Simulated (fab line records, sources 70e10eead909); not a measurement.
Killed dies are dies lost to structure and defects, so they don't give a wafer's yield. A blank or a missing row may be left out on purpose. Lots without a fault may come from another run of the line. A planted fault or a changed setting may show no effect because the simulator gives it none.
Chamber matching | flow nand_harc | NHARC_A_M0_ETCH_34 on rie_diel-11: 4 sister chambers
The step etches the open film in N2/H2, target depth 40 nm, overetch 12 nm, time 43.94 s. 4 wafers are shown with their chamber, then 8 later ones without.

WAFERS WITH THEIR CHAMBER
wafer  | chamber | drypump_motor_current_A (A)
L079.6 | 1       | 5.8
L085.6 | 0       | 5.3
L091.5 | 2       | 5.7
L090.1 | 3       | 5.1

WAFERS WITHOUT THEIR CHAMBER
wafer  | drypump_motor_current_A (A)
L090.2 | 5.9
L090.3 | 5.7
L095.2 | 5.1
L095.4 | 5.3
L095.5 | 5.9
L096.2 | 5.1
L096.4 | 5.9
L096.6 | 5.1

WHICH CHAMBER EACH WENT THROUGH
wafer  | from the rows above     | in truth
L090.2 | can't be placed: 1 or 2 | 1
L090.3 | can't be placed: 2 or 1 | 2
L095.2 | 3                       | 3
L095.4 | 0                       | 0
L095.5 | can't be placed: 1 or 2 | 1
L096.2 | 3                       | 3
L096.4 | can't be placed: 1 or 2 | 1
L096.6 | 3                       | 3
Placed correctly: 4 of 8. Can't be placed from these rows: 4 (the true chamber is among the candidates in 4). Placed wrongly: 0.
How it was worked out, from the rows above alone: a wafer's distance from a chamber is the root of the sum, over the readings, of the square of ((its reading less the chamber's mean) divided by the reading's scatter). The wafer belongs to the nearest chamber; if the next one is less than 2 further off, it can't be placed. A chamber's mean is the mean of its shown wafers. The scatter: with one shown wafer a chamber, the root of the mean of the squares of how far each hidden wafer lies from its nearest shown one.
